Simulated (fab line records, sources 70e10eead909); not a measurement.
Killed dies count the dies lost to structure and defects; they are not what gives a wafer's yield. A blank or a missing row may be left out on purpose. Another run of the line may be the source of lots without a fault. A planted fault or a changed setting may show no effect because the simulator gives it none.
fab line records || flow nandHarc
record {"lots": 6, "wafers": 18, "lastDay": 33}
route steps=1302 shown P_START@1 P_ZERO_WELL@2
lots untouched by any fault: they come from a run of this same line in which no faults occurred
startH: the number of hours between the record's first day and the start of the first shown wafer of the lot || waitH: time in hours since the lot's previous step || " same as the row above || L1.1+2: a single row standing in for several wafers || - no value, or no start given || * or withheld: withheld || < > ~ a bound
route shown NAME@n: a module of which the file shows steps, and the number in the route of the first || usual: the fault-free wafers' mean and standard deviation || same: alike in all rows || chamber/n: place in a boat || sites: each site's reading || _std_site: their standard deviation || _edge_site: outer sites' mean less inner sites' || radiusMm: how far each site lies from the wafer's centre || mask NAME#n: copy n || behind: the most recent tool/chamber to have shaped the wafer || hold: what put the lot on hold/how long, in hours/how the hold closed || device: the n, p or np transistor that did not switch || end of line: tests of these same wafers at the route's end || a step given without rows: its recipe and nothing more || killed: not the wafer's yield, but the dies lost to structure and defects at the first sort || map: per-die view of a wafer (x killed, . not killed, _ where there is no die)
set.NAME: the setting as run; set.NAME@STEP: as run at that earlier step || model.NAME: the simulator's own value behind a step, which no gauge read
certain route steps with their lots: each step a table, each wafer a row
services: when a tool's chamber went out of use (startH, in hours from the record's first day, below 0 if earlier), for how many hours, and the reason
## steps
# step NHARC_P_START_INSPECT_01
# usual {"rawDefectCount": "3.4/2"}
{"lot.wafer": "L634.1", "tool": "defectInspect-01", "chamber": "-", "startH": 50.04, "waitH": "-", "rawDefectCount": 4}
{"lot.wafer": "L634.3", "tool": "defectInspect-01", "chamber": "-", "startH": 50.04, "waitH": "-", "rawDefectCount": 1}
{"lot.wafer": "L634.6", "tool": "defectInspect-01", "chamber": "-", "startH": 50.04, "waitH": "-", "rawDefectCount": 4}
{"lot.wafer": "L644.1", "tool": "defectInspect-02", "chamber": "-", "startH": 150.04, "waitH": "-", "rawDefectCount": 2}
{"lot.wafer": "L644.2", "tool": "defectInspect-02", "chamber": "-", "startH": 150.04, "waitH": "-", "rawDefectCount": 6}
{"lot.wafer": "L644.5", "tool": "defectInspect-02", "chamber": "-", "startH": 150.04, "waitH": "-", "rawDefectCount": 4}
{"lot.wafer": "L646.2", "tool": "defectInspect-02", "chamber": "-", "startH": 170.04, "waitH": "-", "rawDefectCount": 5}
{"lot.wafer": "L646.5", "tool": "defectInspect-02", "chamber": "-", "startH": 170.04, "waitH": "-", "rawDefectCount": 3}
{"lot.wafer": "L646.6", "tool": "defectInspect-02", "chamber": "-", "startH": 170.04, "waitH": "-", "rawDefectCount": 1}
{"lot.wafer": "L650.1", "tool": "defectInspect-01", "chamber": "-", "startH": 210.04, "waitH": "-", "rawDefectCount": 7}
{"lot.wafer": "L650.3", "tool": "defectInspect-01", "chamber": "-", "startH": 210.04, "waitH": "-", "rawDefectCount": 5}
{"lot.wafer": "L650.4", "tool": "defectInspect-01", "chamber": "-", "startH": 210.04, "waitH": "-", "rawDefectCount": 5}
{"lot.wafer": "L652.1", "tool": "defectInspect-01", "chamber": "-", "startH": 230.04, "waitH": "-", "rawDefectCount": 2}
{"lot.wafer": "L652.3", "tool": "defectInspect-01", "chamber": "-", "startH": 230.04, "waitH": "-", "rawDefectCount": 4}
{"lot.wafer": "L652.5", "tool": "defectInspect-01", "chamber": "-", "startH": 230.04, "waitH": "-", "rawDefectCount": 5}
{"lot.wafer": "L654.1", "tool": "defectInspect-01", "chamber": "-", "startH": 250.03, "waitH": "-", "rawDefectCount": 4}
{"lot.wafer": "L654.4", "tool": "defectInspect-01", "chamber": "-", "startH": 250.03, "waitH": "-", "rawDefectCount": 1}
{"lot.wafer": "L654.6", "tool": "defectInspect-01", "chamber": "-", "startH": 250.03, "waitH": "-", "rawDefectCount": 3}
# step NHARC_P_ZERO_WELL_PRECLEAN_00
# recipe {"timeS": 600, "tempC": 120, "chemistry": "SPM"}
# step NHARC_P_ZERO_WELL_SRD_01
# step NHARC_P_ZERO_WELL_PECVD_02
# recipe {"targetThkA": 100, "tempC": 400, "pressureTorr": 6.5, "rfW": "withheld", "teosFlowSccm": "withheld", "flowSccm": 2650, "targetThkNm": 10, "gas": "O2", "material": "SiO2"}
# step NHARC_P_ZERO_WELL_DEHYDRATE_03
# recipe {"tempC": 150, "timeS": 120}
# step NHARC_P_ZERO_WELL_HMDS_04
# recipe {"timeS": 30}
# step NHARC_P_ZERO_WELL_COAT_64
# recipe {"tempC": 200, "timeS": 65}
# step NHARC_P_ZERO_WELL_COAT_05
# recipe {"spinRpm": 2000, "resistThkNm": 600}
# step NHARC_P_ZERO_WELL_SOFTBAKE_06
# recipe {"tempC": 125, "timeS": 70}
# step NHARC_P_ZERO_WELL_EBR_07
# step NHARC_P_ZERO_WELL_EXPOSE_08
# recipe {"na": 0.55, "targetCdNm": 500, "doseMj": 33.8, "maskId": "P_ZERO"}
# usual {"exposureDoseMJCm2": "34.10/0.2"}
{"lot.wafer": "L634.1", "tool": "krfScanner-04", "chamber": 0, "startH": 50.97, "waitH": "-", "mask": "P_ZERO#0", "exposureDoseMJCm2": 34.02}
{"lot.wafer": "L634.3", "tool": "krfScanner-04", "chamber": 0, "startH": 50.97, "waitH": "-", "mask": "P_ZERO#0", "exposureDoseMJCm2": 33.99}
{"lot.wafer": "L634.6", "tool": "krfScanner-04", "chamber": 0, "startH": 50.97, "waitH": "-", "mask": "P_ZERO#0", "exposureDoseMJCm2": 33.99}
{"lot.wafer": "L644.1", "tool": "krfScanner-02", "chamber": 0, "startH": 150.98, "waitH": "-", "mask": "P_ZERO#0", "exposureDoseMJCm2": 33.80}
{"lot.wafer": "L644.2", "tool": "krfScanner-02", "chamber": 0, "startH": 150.98, "waitH": "-", "mask": "P_ZERO#0", "exposureDoseMJCm2": 33.81}
{"lot.wafer": "L644.5", "tool": "krfScanner-02", "chamber": 0, "startH": 150.98, "waitH": "-", "mask": "P_ZERO#0", "exposureDoseMJCm2": 33.81}
{"lot.wafer": "L646.2", "tool": "krfScanner-04", "chamber": 0, "startH": 170.97, "waitH": "-", "mask": "P_ZERO#0", "exposureDoseMJCm2": 32.28}
{"lot.wafer": "L646.5", "tool": "krfScanner-04", "chamber": 0, "startH": 170.97, "waitH": "-", "mask": "P_ZERO#0", "exposureDoseMJCm2": 32.25}
{"lot.wafer": "L646.6", "tool": "krfScanner-04", "chamber": 0, "startH": 170.97, "waitH": "-", "mask": "P_ZERO#0", "exposureDoseMJCm2": 32.20}
{"lot.wafer": "L650.1", "tool": "krfScanner-04", "chamber": 0, "startH": 211.08, "waitH": "-", "mask": "P_ZERO#0", "exposureDoseMJCm2": 32.56}
{"lot.wafer": "L650.3", "tool": "krfScanner-04", "chamber": 0, "startH": 211.08, "waitH": "-", "mask": "P_ZERO#0", "exposureDoseMJCm2": 32.58}
{"lot.wafer": "L650.4", "tool": "krfScanner-04", "chamber": 0, "startH": 211.08, "waitH": "-", "mask": "P_ZERO#0", "exposureDoseMJCm2": 32.55}
{"lot.wafer": "L652.1", "tool": "krfScanner-01", "chamber": 0, "startH": 231.03, "waitH": "-", "mask": "P_ZERO#0", "exposureDoseMJCm2": 34.29}
{"lot.wafer": "L652.3", "tool": "krfScanner-01", "chamber": 0, "startH": 231.03, "waitH": "-", "mask": "P_ZERO#0", "exposureDoseMJCm2": 34.36}
{"lot.wafer": "L652.5", "tool": "krfScanner-01", "chamber": 0, "startH": 231.03, "waitH": "-", "mask": "P_ZERO#0", "exposureDoseMJCm2": 34.33}
{"lot.wafer": "L654.1", "tool": "krfScanner-01", "chamber": 0, "startH": 251.08, "waitH": "-", "mask": "P_ZERO#0", "exposureDoseMJCm2": 34.26}
{"lot.wafer": "L654.4", "tool": "krfScanner-01", "chamber": 0, "startH": 251.08, "waitH": "-", "mask": "P_ZERO#0", "exposureDoseMJCm2": 34.32}
{"lot.wafer": "L654.6", "tool": "krfScanner-01", "chamber": 0, "startH": 251.08, "waitH": "-", "mask": "P_ZERO#0", "exposureDoseMJCm2": 34.26}
# step NHARC_P_ZERO_WELL_PEB_09
# recipe {"pebTempC": 128, "pebTimeS": 80}
# step NHARC_P_ZERO_WELL_DEVELOP_10
# recipe {"timeS": 50, "devTempC": 22}
# step NHARC_P_ZERO_WELL_CD_MEAS_11
# recipe {"targetCdNm": 500, "landingEnergyEv": 500}
# usual {"cdNm": "499.9/1.2"}
{"lot.wafer": "L634.1", "tool": "cdSem-03", "chamber": 0, "startH": 51.12, "waitH": "-", "cdNm": 501.5}
{"lot.wafer": "L634.3", "tool": "cdSem-03", "chamber": 0, "startH": 51.12, "waitH": "-", "cdNm": 500.4}
{"lot.wafer": "L634.6", "tool": "cdSem-03", "chamber": 0, "startH": 51.12, "waitH": "-", "cdNm": 501.0}
{"lot.wafer": "L644.1", "tool": "cdSem-01", "chamber": 0, "startH": 151.13, "waitH": "-", "cdNm": 499.3}
{"lot.wafer": "L644.2", "tool": "cdSem-01", "chamber": 0, "startH": 151.13, "waitH": "-", "cdNm": 498.5}
{"lot.wafer": "L644.5", "tool": "cdSem-01", "chamber": 0, "startH": 151.13, "waitH": "-", "cdNm": 498.3}
{"lot.wafer": "L646.2", "tool": "cdSem-03", "chamber": 0, "startH": 171.12, "waitH": "-", "cdNm": 488.8}
{"lot.wafer": "L646.5", "tool": "cdSem-03", "chamber": 0, "startH": 171.12, "waitH": "-", "cdNm": 489.2}
{"lot.wafer": "L646.6", "tool": "cdSem-03", "chamber": 0, "startH": 171.12, "waitH": "-", "cdNm": 491.6}
{"lot.wafer": "L650.1", "tool": "cdSem-03", "chamber": 0, "startH": 211.23, "waitH": "-", "cdNm": 491.6}
{"lot.wafer": "L650.3", "tool": "cdSem-03", "chamber": 0, "startH": 211.23, "waitH": "-", "cdNm": 490.9}
{"lot.wafer": "L650.4", "tool": "cdSem-03", "chamber": 0, "startH": 211.23, "waitH": "-", "cdNm": 492.7}
{"lot.wafer": "L652.1", "tool": "cdSem-03", "chamber": 0, "startH": 231.18, "waitH": "-", "cdNm": 500.7}
{"lot.wafer": "L652.3", "tool": "cdSem-03", "chamber": 0, "startH": 231.18, "waitH": "-", "cdNm": 500.7}
{"lot.wafer": "L652.5", "tool": "cdSem-03", "chamber": 0, "startH": 231.18, "waitH": "-", "cdNm": 500.7}
{"lot.wafer": "L654.1", "tool": "cdSem-01", "chamber": 0, "startH": 251.23, "waitH": "-", "cdNm": 501.5}
{"lot.wafer": "L654.4", "tool": "cdSem-01", "chamber": 0, "startH": 251.23, "waitH": "-", "cdNm": 501.9}
{"lot.wafer": "L654.6", "tool": "cdSem-01", "chamber": 0, "startH": 251.23, "waitH": "-", "cdNm": 501.4}
# step NHARC_P_ZERO_WELL_HARDBAKE_12
# recipe {"tempC": 118, "timeS": 65}
## services
{"tool": "krfScanner-02", "chamber": 0, "startH": 42.38, "hours": "-", "kind": "calibration"}
{"tool": "krfScanner-04", "chamber": 0, "startH": 52.83, "hours": "-", "kind": "calibration"}
{"tool": "krfScanner-01", "chamber": "-", "startH": 53.40, "hours": 0.2, "kind": "repair"}
{"tool": "krfScanner-02", "chamber": "-", "startH": 75.39, "hours": 1.6, "kind": "repair"}
{"tool": "krfScanner-04", "chamber": "-", "startH": 78.26, "hours": 0.2, "kind": "repair"}
{"tool": "krfScanner-02", "chamber": "-", "startH": 94.00, "hours": 4.0, "kind": "pm"}
{"tool": "krfScanner-04", "chamber": "-", "startH": 102.50, "hours": 0.6, "kind": "repair"}
{"tool": "krfScanner-01", "chamber": "-", "startH": 105.70, "hours": 0.9, "kind": "repair"}
{"tool": "krfScanner-02", "chamber": "-", "startH": 138.61, "hours": 0.9, "kind": "repair"}
{"tool": "krfScanner-01", "chamber": 0, "startH": 138.88, "hours": "-", "kind": "calibration"}
{"tool": "krfScanner-01", "chamber": "-", "startH": 140.00, "hours": 4.0, "kind": "pm"}
{"tool": "krfScanner-04", "chamber": "-", "startH": 140.78, "hours": 1.2, "kind": "repair"}
{"tool": "krfScanner-04", "chamber": "-", "startH": 182.00, "hours": 4.0, "kind": "pm"}
{"tool": "krfScanner-02", "chamber": 0, "startH": 213.96, "hours": "-", "kind": "calibration"}
{"tool": "krfScanner-04", "chamber": 0, "startH": 221.50, "hours": "-", "kind": "calibration"}
{"tool": "krfScanner-04", "chamber": "-", "startH": 241.13, "hours": 11.6, "kind": "repair"}
## key
firstSign {"step": "NHARC_P_ZERO_WELL_EXPOSE_08", "reading": "exposureDoseMJCm2", "direction": "down", "sigmas": 8.4, "usual": 34.10, "struck": 32.40}
effect {"step": "NHARC_P_ZERO_WELL_CD_MEAS_11", "reading": "cdNm", "direction": "down", "sigmas": 7.4, "usual": 499.9, "struck": 490.8, "through": "controlLoop"}
metAt NHARC_P_ZERO_WELL_EXPOSE_08
struckWafers L646.2,L646.5,L646.6,L650.1,L650.3,L650.4
testerLeftOut L646,L650
loopTrim {"step": "NHARC_P_ZERO_WELL_EXPOSE_08", "setting": "dose", "lots": "L650"}
onsetBetween 50.97 170.97
fault {"kind": "processParameterDrift", "tool": "krfScanner-04", "chamber": "-", "onsetH": 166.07, "steps": "NHARC_P_ZERO_WELL_EXPOSE_08", "channel": "doseMj", "offset": -1.6997, "shape": "step", "actsIn": "theseRecipesOnly", "stated": 33.8}
# testerLeftOut: of these lots the tester's yield and bins aren't shown, on N5 and GAA mostly nor the transistor test; their killed dies are dies lost to structure and defects alone, not to doping, threshold or leakage, so they don't give the yield
# loopTrim: a control loop set the setting to another value than it would have without faults
